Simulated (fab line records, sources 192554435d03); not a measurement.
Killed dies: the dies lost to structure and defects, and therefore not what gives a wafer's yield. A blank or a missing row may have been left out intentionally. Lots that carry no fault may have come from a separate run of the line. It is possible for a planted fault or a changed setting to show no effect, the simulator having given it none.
fab line records	flow n5-finfet
record: lots: 9	wafers: 27	last-day: 18
route steps=1938 shown BEOL_M4@1111 BEOL_M15@1804 PASSIVATION@1936
lots that met no fault: from a run of the same line without faults
start-h: hours from the record's first day to the start of the lot's first wafer shown	wait-h: time in hours since the lot's previous step	" identical to the entry in the row above	L1.1+2: a single row standing in for several wafers	- no value present, or no start provided	* or withheld: withheld	< > ~ a bound
route shown NAME@n: NAME is a module with steps in the file, n the number in the route of the first one	usual: the fault-free wafers' mean and standard deviation	same: alike in all rows	chamber/n: place in a boat	sites: the reading at each site	_std_site: standard deviation across them	_edge_site: outer sites' mean less inner sites'	radius-mm: for every site, how far away it sits from the centre of the wafer	mask NAME#n: copy n	behind: tool/chamber where the wafer was last shaped	hold: the reason the lot was held/the length of the hold in hours/how it ended	device: whichever transistor did not switch (one of n, p or np)	end of line: the route-end tests of the same wafers	step lacking rows: just its recipe	killed: the dies lost at the first sort to structure and to defects; this is not the yield of the wafer	map: a wafer's dies, marking killed ones x, the rest . and places with no die _
set.NAME: setting as actually run; set.NAME@STEP: the setting as run at that earlier step	model.NAME: the simulator's own value behind a step, which no gauge read
a sample of lots followed through the steps of the route, with each step as a table and each wafer as a row
services: from which hour (start-h, from the record's first day; less than 0 if before it) a tool's chamber was out of use, for how many hours, and why
== steps ==
step: N5_BEOL_M4_RC_MEAS_101
usual: DIBL_N: 35.8/1.5	DIBL_P: 35.8/1.7	IOFF_N: 0.151/0.022	IOFF_P: 0.204/0.027	ION_N: 673/8.6	ION_P: 462/5.4	SS_N: 71.4/0.54	SS_P: 73.3/0.56	VT_N: 250.5/2.6	VT_P: -251/3.1
lot.wafer	tool	chamber	start-h	wait-h	DIBL_N[mV/V]	DIBL_P[mV/V]	IOFF_N[nA/um]	IOFF_P[nA/um]	ION_N[uA/um]	ION_P[uA/um]	SS_N[mV/dec]	SS_P[mV/dec]	VT_N[mV]	VT_P[mV]
L939.3	prober-01	0	174.78	0.6	38.2	37.5	0.189	0.202	675	452	71.7	74.4	250.0	-250
L939.4	"	0	"	"	35.8	35.9	0.159	0.170	684	457	71.4	73.3	247.6	-254
L939.6	"	0	"	"	35.6	35.2	0.153	0.171	670	454	71.3	73.4	249.0	-253
L954.3	prober-01	0	274.11	0.3	34.4	33.8	0.133	0.180	673	461	71.4	72.3	251.9	-251
L954.4	"	0	"	"	36.2	36.0	0.156	0.211	694	473	70.9	72.5	249.5	-249
L954.5	"	0	"	"	33.6	32.9	0.116	0.162	671	467	70.4	72.2	251.5	-252
L956.1	prober-01	0	277.76	0.0	35.9	34.7	0.143	0.183	681	462	71.0	73.4	251.3	-252
L956.2	"	0	"	"	35.9	34.7	0.135	0.176	662	454	71.6	72.7	252.8	-254
L956.4	"	0	"	"	35.1	34.3	0.128	0.175	663	456	71.0	73.2	253.3	-253
L958.1	prober-01	0	293.58	0.0	35.5	35.9	0.154	0.236	683	470	71.2	73.3	249.0	-248
L958.3	"	0	"	"	34.6	34.2	0.140	0.186	671	455	71.5	73.4	249.1	-251
L958.4	"	0	"	"	34.8	34.8	0.146	0.215	678	466	71.4	73.5	249.4	-249
L957.3	prober-02	0	294.14	0.3	34.0	35.5	0.165	0.218	681	469	71.8	73.3	251.1	-248
L957.5	"	0	"	"	33.1	34.0	0.133	0.186	673	463	71.9	73.2	253.3	-255
L957.6	"	0	"	"	32.6	32.9	0.132	0.181	668	462	71.5	72.8	251.0	-252
L959.1	prober-02	0	296.62	0.0	37.3	36.4	0.142	0.227	665	462	72.2	74.1	252.5	-248
L959.3	"	0	"	"	37.9	36.9	0.149	0.240	675	470	71.3	73.2	251.5	-247
L959.4	"	0	"	"	36.8	36.5	0.144	0.223	667	467	71.2	73.3	251.5	-249
L960.2	prober-01	0	297.00	0.2	35.9	36.2	0.163	0.224	680	471	71.2	73.9	248.4	-248
L960.3	"	0	"	"	35.7	37.0	0.162	0.232	677	472	71.3	74.4	247.8	-249
L960.4	"	0	"	"	35.5	36.0	0.160	0.228	685	468	70.9	73.7	250.4	-251
L961.2	prober-02	0	304.03	0.2	35.6	34.9	0.128	0.158	664	450	71.2	72.5	251.8	-256
L961.3	"	0	"	"	36.6	36.5	0.145	0.184	664	461	71.8	72.6	250.5	-252
L961.4	"	0	"	"	36.2	35.5	0.137	0.164	670	460	70.7	73.4	250.4	-254
L962.2	prober-01	0	320.38	0.2	35.3	34.7	0.133	0.178	662	455	70.6	72.8	254.3	-255
L962.4	"	0	"	"	36.9	36.3	0.159	0.211	670	460	71.9	74.2	251.2	-252
L962.5	"	0	"	"	35.5	35.1	0.136	0.187	660	458	71.2	72.3	253.6	-252
step: N5_BEOL_M15_CD_MEAS_28
recipe: target-cd-nm: 407.6	landing-energy-ev: 500	detector: se-inlens
usual: cd-nm: 407.6/2
lot.wafer	tool	chamber	start-h	wait-h	cd-nm
L939.3	cd-sem-03	0	259.68	-	405.6
L939.4	"	0	"	"	404.1
L939.6	"	0	"	"	404.6
L954.3	cd-sem-01	0	363.07	-	402.9
L954.4	"	0	"	"	402.3
L954.5	"	0	"	"	402.8
L956.1	cd-sem-03	0	363.26	-	409.0
L956.2	"	0	"	"	409.5
L956.4	"	0	"	"	408.8
L958.1	cd-sem-02	0	369.31	-	405.3
L958.3	"	0	"	"	404.7
L958.4	"	0	"	"	404.0
L959.1	cd-sem-01	0	381.53	-	407.8
L959.3	"	0	"	"	407.6
L959.4	"	0	"	"	409.6
L960.2	cd-sem-01	0	381.80	-	409.6
L960.3	"	0	"	"	408.4
L960.4	"	0	"	"	408.6
L957.3	cd-sem-01	0	382.01	-	406.7
L957.5	"	0	"	"	406.1
L957.6	"	0	"	"	406.8
L961.2	cd-sem-01	0	388.37	-	405.8
L961.3	"	0	"	"	405.8
L961.4	"	0	"	"	405.5
L962.2	cd-sem-01	0	407.59	-	407.3
L962.4	"	0	"	"	407.3
L962.5	"	0	"	"	407.7
step: N5_BEOL_M15_INSPECT_30
recipe: mode: adi	inspect-instrument: macro
usual: raw-defect-count: 2.0/1.4
lot.wafer	tool	chamber	start-h	wait-h	raw-defect-count
L939.3	defect-inspect-02	-	259.73	0.0	2
L939.4	"	-	"	"	0
L939.6	"	-	"	"	2
L954.3	defect-inspect-01	-	363.12	0.0	2
L954.4	"	-	"	"	1
L954.5	"	-	"	"	2
L956.1	defect-inspect-02	-	363.32	0.0	1
L956.2	"	-	"	"	3
L956.4	"	-	"	"	2
L958.1	defect-inspect-01	-	369.37	0.0	3
L958.3	"	-	"	"	3
L958.4	"	-	"	"	1
L959.1	defect-inspect-02	-	381.58	0.0	3
L959.3	"	-	"	"	1
L959.4	"	-	"	"	2
L960.2	defect-inspect-02	-	381.85	0.0	3
L960.3	"	-	"	"	1
L960.4	"	-	"	"	0
L957.3	defect-inspect-02	-	382.06	0.0	3
L957.5	"	-	"	"	1
L957.6	"	-	"	"	4
L961.2	defect-inspect-02	-	388.43	0.0	1
L961.3	"	-	"	"	4
L961.4	"	-	"	"	4
L962.2	defect-inspect-02	-	407.65	0.0	1
L962.4	"	-	"	"	0
L962.5	"	-	"	"	3
step: N5_BEOL_M15_ETCH_61
recipe: chemistry: N2/H2	target: BARC	target-depth-a: 890	overetch-a: 267	time-s: 67.9	ion-energy-ev: 200	pressure-mtorr: 30	source-w: 840	bias-w: 150	n2-flow-sccm: 200	h2-flow-sccm: 200
usual: bias-w: 150.0/0.47	chamber-pressure-mTorr: 30.002/0.028	drypump-motor-current-A: 5.9/0.39	oes-product-au: 0.68/0.063	rf-vpp-V: 522.8/2.7	showerhead-plenum-p-Torr: 2.51/0.092	throttle-valve-pct: 17.94/0.2
lot.wafer	tool	chamber	start-h	wait-h	bias-w	chamber-pressure-mTorr	drypump-motor-current-A	oes-product-au	rf-hours-counter-h	rf-vpp-V	showerhead-plenum-p-Torr	throttle-valve-pct
L939.3	rie-diel-02	3	259.80	0.0	149.7	29.999	5.3	0.69	97	522.8	2.46	17.98
L939.4	"	1	"	"	150.3	30.006	5.9	0.66	-	519.9	2.45	17.92
L939.6	"	2	"	"	149.9	29.979	6.7	0.60	-	520.3	2.40	18.07
L954.3	rie-diel-03	1	363.19	0.0	150.5	30.018	6.2	0.63	185	516.5	2.33	17.95
L954.4	"	3	"	"	149.2	30.001	5.6	0.67	103	526.7	2.67	17.48
L954.5	"	1	"	"	150.1	30.079	6.2	0.63	-	518.5	2.33	17.95
L956.1	rie-diel-02	0	363.42	0.0	149.1	30.015	6.5	0.76	25	525.4	2.60	17.63
L956.2	"	3	"	"	150.0	30.034	5.3	0.65	134	520.8	2.45	18.04
L956.4	"	2	"	"	150.5	29.999	6.7	0.78	17	527.6	2.71	17.67
L958.1	rie-diel-02	1	369.49	0.0	149.9	29.985	5.9	0.64	159	521.1	2.44	17.99
L958.3	"	2	"	"	150.3	30.033	6.7	0.77	20	528.5	2.71	17.68
L958.4	"	3	"	"	150.3	29.998	5.3	0.65	136	522.1	2.45	18.03
L959.1	rie-diel-03	0	381.65	0.0	149.8	29.967	5.9	0.66	128	524.3	2.55	18.22
L959.3	"	1	"	"	149.6	30.025	6.2	0.63	190	517.3	2.32	17.97
L959.4	"	3	"	"	149.7	29.954	5.6	0.66	109	526.6	2.67	17.48
L960.2	rie-diel-01	3	381.92	0.0	149.7	30.044	6.0	0.59	239	523.0	2.50	17.98
L960.3	"	1	"	"	149.6	30.056	6.4	0.69	100	522.4	2.45	18.04
L960.4	"	1	"	"	149.3	29.979	6.3	0.68	-	520.3	2.45	18.03
L957.3	rie-diel-03	3	382.13	0.0	149.7	30.013	5.6	0.66	109	527.1	2.67	17.49
L957.5	"	0	"	"	149.5	30.024	5.8	0.65	-	524.1	2.55	18.23
L957.6	"	3	"	"	149.3	29.944	5.5	0.66	-	525.5	2.67	17.47
L961.2	rie-diel-01	0	388.49	0.0	150.5	30.016	5.9	0.62	202	524.2	2.53	18.08
L961.3	"	3	"	"	151.0	29.967	6.0	0.59	242	523.3	2.50	17.97
L961.4	"	1	"	"	150.8	30.032	6.4	0.68	-	520.4	2.45	18.03
L962.2	rie-diel-03	2	407.75	0.0	150.4	29.995	6.0	0.77	26	522.6	2.50	17.92
L962.4	"	0	"	"	150.2	30.012	5.8	0.65	136	524.2	2.55	18.25
L962.5	"	1	"	"	149.3	29.991	6.2	0.62	-	516.7	2.32	17.97
step: N5_BEOL_M15_TRENCH_ETCH_34
recipe: chemistry: C4F8/O2/Ar	target: SiO2	target-depth-a: 8729.3	he-inner-torr: 15	he-outer-torr: 30	time-s: 199	ion-energy-ev: 800	pressure-mtorr: 20	source-w: 1905	bias-w: 2040	Ar_flow_sccm: 400	C4F8_flow_sccm: 16	O2_flow_sccm: 12
usual: C4F8_flow_sccm: 16.00/0.045	O2_flow_sccm: 12.00/0.036	drypump-motor-current-A: 6.0/0.39	oes-product-au: 0.79/0.077	rf-vpp-V: 2222/22	showerhead-plenum-p-Torr: 3.39/0.12	throttle-valve-pct: 30.94/0.19
lot.wafer	tool	chamber	start-h	wait-h	C4F8_flow_sccm	O2_flow_sccm	drypump-motor-current-A	oes-product-au	rf-hours-counter-h	rf-vpp-V	showerhead-plenum-p-Torr	throttle-valve-pct
L939.3	rie-diel-02	3	259.85	0.0	16.04	12.06	5.3	0.80	97	2217	3.33	31.01
L939.4	"	1	"	"	16.01	11.97	5.9	0.78	-	2202	3.33	30.92
L939.6	"	2	"	"	16.07	12.08	6.7	0.68	-	2230	3.26	31.02
L954.3	rie-diel-03	1	363.24	0.0	-	-	-	-	-	-	-	-
L954.4	"	3	"	"	-	-	-	-	-	-	-	-
L954.5	"	1	"	"	-	-	-	-	-	-	-	-
L956.1	rie-diel-02	0	363.47	0.0	-	-	-	-	-	-	-	-
L956.2	"	3	"	"	-	-	-	-	-	-	-	-
L956.4	"	2	"	"	-	-	-	-	-	-	-	-
L958.1	rie-diel-02	1	369.55	0.0	-	-	-	-	-	-	-	-
L958.3	"	2	"	"	-	-	-	-	-	-	-	-
L958.4	"	3	"	"	-	-	-	-	-	-	-	-
L959.1	rie-diel-03	0	381.70	0.0	15.99	12.04	5.8	0.76	128	2238	3.44	31.17
L959.3	"	1	"	"	16.00	11.98	6.2	0.72	190	2203	3.15	30.80
L959.4	"	3	"	"	16.09	12.04	5.6	0.77	109	2259	3.60	30.44
L960.2	rie-diel-01	3	381.97	0.0	16.03	11.97	6.0	0.69	239	2198	3.40	30.98
L960.3	"	1	"	"	15.97	12.07	6.3	0.80	101	2204	3.32	31.08
L960.4	"	1	"	"	15.99	12.05	6.3	0.80	-	2206	3.32	31.08
L957.3	rie-diel-03	3	382.18	0.0	15.97	11.97	5.6	0.77	109	2259	3.59	30.44
L957.5	"	0	"	"	15.96	11.98	5.8	0.76	-	2235	3.44	31.15
L957.6	"	3	"	"	15.96	11.95	5.6	0.76	-	2259	3.59	30.46
L961.2	rie-diel-01	0	388.55	0.0	15.96	12.00	5.9	0.72	202	2190	3.41	30.98
L961.3	"	3	"	"	15.99	12.00	6.0	0.69	242	2197	3.39	31.01
L961.4	"	1	"	"	15.94	11.98	6.3	0.81	-	2206	3.32	31.09
L962.2	rie-diel-03	2	407.80	0.0	15.97	12.06	5.9	0.91	26	2240	3.39	31.11
L962.4	"	0	"	"	16.01	12.02	5.8	0.75	136	2236	3.43	31.16
L962.5	"	1	"	"	16.05	12.00	6.2	0.72	-	2204	3.15	30.81
step: N5_PASSIVATION_PROBE_49
usual: defect-limited-yield: 91.3/1.4	killed_at_M0_to_M3: 33/10	killed_at_M4_up: 15/6.1	killed-at-contacts: 12/6.7	killed-at-front-end: 39/11	killed-at-other: 4/3.3	killed-dies: 103/16	killed-on-rim: 14/4	killed-open: 68/12	killed-short: 34/7.2	sort_bin_5_function: 5.1/0.88	sort_bin_6_memory: 3.3/0.67	sort-n-pass: 1077/16	sort-yield-pct: 91.3/1.4
same: gross-dies: 1180	killed-at-back-side: 0	sort_bin_4_leakage[%]: 0	sort_bin_8_speed[%]: 0
lot.wafer	tool	chamber	start-h	wait-h	defect-limited-yield[%]	killed_at_M0_to_M3	killed_at_M4_up	killed-at-contacts	killed-at-front-end	killed-at-other	killed-dies	killed-on-rim	killed-open	killed-short	sort_bin_5_function[%]	sort_bin_6_memory[%]	sort-n-pass	sort-yield-pct[%]
L954.3	prober-01	-	389.19	0.1	0	47	1089	4	38	2	1180	152	74	38	95.5	4.0	0	0
L954.4	prober-01	-	389.24	0.2	0	39	1105	4	31	1	1180	152	61	34	96.8	3.0	0	0
L954.5	prober-01	-	389.29	0.2	0	38	1102	6	28	6	1180	152	67	37	96.1	3.5	0	0
L956.1	prober-02	-	389.63	0.0	0	35	1109	8	24	4	1180	152	49	32	96.3	3.5	0	0
L956.2	prober-02	-	389.68	0.1	0	29	1109	7	30	5	1180	152	60	21	97.5	2.5	0	0
L956.4	prober-02	-	389.78	0.2	0	40	1101	8	30	1	1180	152	55	31	97.5	2.3	0	0
L958.1	prober-01	-	391.18	0.1	0	26	1082	25	42	5	1180	152	81	32	95.8	3.9	0	0
L958.3	prober-01	-	391.28	0.2	0	42	1096	8	26	8	1180	152	65	36	96.6	3.2	0	0
L958.4	prober-01	-	391.33	0.3	0	29	1092	17	39	3	1180	152	68	27	97.1	2.6	0	0
killed by level:class
L954.3 BEOL_M15:area-etch=1064 BEOL_M0_SAQP:geometric-particle:short=13 STI_FIN_REVEAL:geometric-particle:open=11 BEOL_M4:geometric-particle:open=11 BEOL_M0_SAQP:geometric-particle:open=7 BEOL_M3:geometric-particle:open=7 FIN_SAQP:geometric-particle:open=6 FIN_SAQP:geometric-particle:short=5
L954.4 BEOL_M15:area-etch=1084 BEOL_M4:geometric-particle:open=11 BEOL_M0_SAQP:geometric-particle:open=9 FIN_SAQP:geometric-particle:short=7 STI_FIN_REVEAL:geometric-particle:open=7 BEOL_M3:geometric-particle:open=7 DUMMY_GATE:geometric-particle:open=6 BEOL_M0_SAQP:geometric-particle:short=5
L954.5 BEOL_M15:area-etch=1076 BEOL_M4:geometric-particle:open=15 BEOL_M0_SAQP:geometric-particle:short=8 FIN_SAQP:geometric-particle:open=7 BEOL_M0_SAQP:geometric-particle:open=6 BEOL_M4:geometric-particle:short=6 MOL_CONTACT_COAG:geometric-particle:open=5 BEOL_M2:geometric-particle:open=5
L956.1 BEOL_M15:area-etch=1098 BEOL_M0_SAQP:geometric-particle:short=11 BEOL_M1:geometric-particle:open=9 STI_FIN_REVEAL:geometric-particle:open=8 BEOL_M0_SAQP:geometric-particle:open=8 FIN_SAQP:geometric-particle:short=7 MOL_CONTACT_COAG:geometric-particle:open=6 BEOL_M4:geometric-particle:open=3
L956.2 BEOL_M15:area-etch=1099 FIN_SAQP:geometric-particle:open=11 BEOL_M0_SAQP:geometric-particle:open=9 MOL_CONTACT_COAG:geometric-particle:open=6 BEOL_M0_SAQP:geometric-particle:short=6 BEOL_M4:geometric-particle:open=6 FIN_SAQP:geometric-particle:short=5 BEOL_M3:geometric-particle:open=5
L956.4 BEOL_M15:area-etch=1094 BEOL_M0_SAQP:geometric-particle:open=12 BEOL_M3:geometric-particle:open=11 FIN_SAQP:geometric-particle:short=8 MOL_CONTACT_COAG:geometric-particle:open=6 BEOL_M0_SAQP:geometric-particle:short=6 STI_FIN_REVEAL:geometric-particle:open=5 STARTING-WAFER:geometric-particle:open=5
L958.1 BEOL_M15:area-etch=1067 MOL_CONTACT_COAG:geometric-particle:open=21 BEOL_M0_SAQP:geometric-particle:open=11 FIN_SAQP:geometric-particle:open=8 STI_FIN_REVEAL:geometric-particle:open=8 GATE_CUT:geometric-particle:short=8 BEOL_M4:geometric-particle:open=8 GATE_CUT:geometric-particle:open=6
L958.3 BEOL_M15:area-etch=1079 BEOL_M0:geometric-particle:open=8 BEOL_M0_SAQP:geometric-particle:short=8 BEOL_M1:geometric-particle:open=6 FIN_SAQP:geometric-particle:short=5 FIN_SAQP:geometric-particle:open=5 MOL_CONTACT_COAG:geometric-particle:short=5 BEOL_M0_SAQP:geometric-particle:open=5
L958.4 BEOL_M15:area-etch=1084 MOL_CONTACT_COAG:geometric-particle:open=15 FIN_SAQP:geometric-particle:open=7 BEOL_M0_SAQP:geometric-particle:open=6 DUMMY_GATE:geometric-particle:short=5 GATE_CUT:geometric-particle:short=5 BEOL_M1:geometric-particle:open=5 BEOL_M3:geometric-particle:open=5
== services ==
tool	chamber	start-h	hours	kind
rie-diel-03	2	257.83	5.3	repair
rie-diel-02	0	263.58	-	clean
rie-diel-02	0	263.58	-	consumable-replace:focus-ring
rie-diel-02	0	263.58	23.1	scheduled-down
rie-diel-02	0	263.58	23.1	vent-cycle
rie-diel-02	2	290.18	-	clean
rie-diel-02	2	290.18	-	consumable-replace:focus-ring
rie-diel-02	2	290.18	-	consumable-replace:showerhead
rie-diel-02	2	290.18	17.8	scheduled-down
rie-diel-02	2	290.18	17.8	vent-cycle
rie-diel-03	2	297.32	-	clean
rie-diel-03	2	297.32	-	consumable-replace:focus-ring
rie-diel-03	2	297.32	15.2	scheduled-down
rie-diel-03	2	297.32	15.2	vent-cycle
rie-diel-03	3	305.87	4.8	repair
rie-diel-02	-	325.54	2.8	pm
rie-diel-02	1	340.70	5.4	repair
rie-diel-03	2	357.57	5.0	repair
rie-diel-01	2	373.14	17.2	repair
rie-diel-01	3	404.27	6.2	repair
== key ==
first-sign: step: N5_BEOL_M15_TRENCH_ETCH_34	reading: tool-record	direction: missing
effect: step: N5_PASSIVATION_PROBE_49	reading: killed_at_M4_up	direction: up	sigmas: 99+	usual: 15	struck: 1098
more-kills-born-at: N5_BEOL_M15_TRENCH_ETCH_34@rie-diel-02: 6521	N5_BEOL_M15_TRENCH_ETCH_34@rie-diel-03: 3224
met-at N5_BEOL_M15_TRENCH_ETCH_34
struck-lots L954,L956,L958
later-rows-left-out L954.3,L954.4,L954.5,L956.1,L956.2,L956.4,L958.1,L958.3,L958.4
not-acting-at N5_BEOL_M15_CD_MEAS_28,N5_BEOL_M15_INSPECT_30,N5_BEOL_M15_ETCH_61
onset-between 259.85 363.24
earlier-fault: kind: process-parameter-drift	tool: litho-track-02	chamber: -	onset-h: 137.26	steps: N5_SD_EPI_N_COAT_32	channel: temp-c	offset: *	shape: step	acts-in: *	stated: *
earlier-fault: kind: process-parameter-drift	tool: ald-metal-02	chamber: 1	onset-h: 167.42	steps: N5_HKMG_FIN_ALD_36	channel: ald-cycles	offset: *	shape: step	acts-in: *	stated: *
fault: kind: skipped-step-whole	tool: rie-diel-02,rie-diel-03	chamber: -	onset-h: 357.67	steps: N5_BEOL_M15_TRENCH_ETCH_34	scope: struck-lots-only
later-rows-left-out: the simulator's readings of these wafers behind a module that went badly wrong aren't trusted and aren't shown, but for the sort
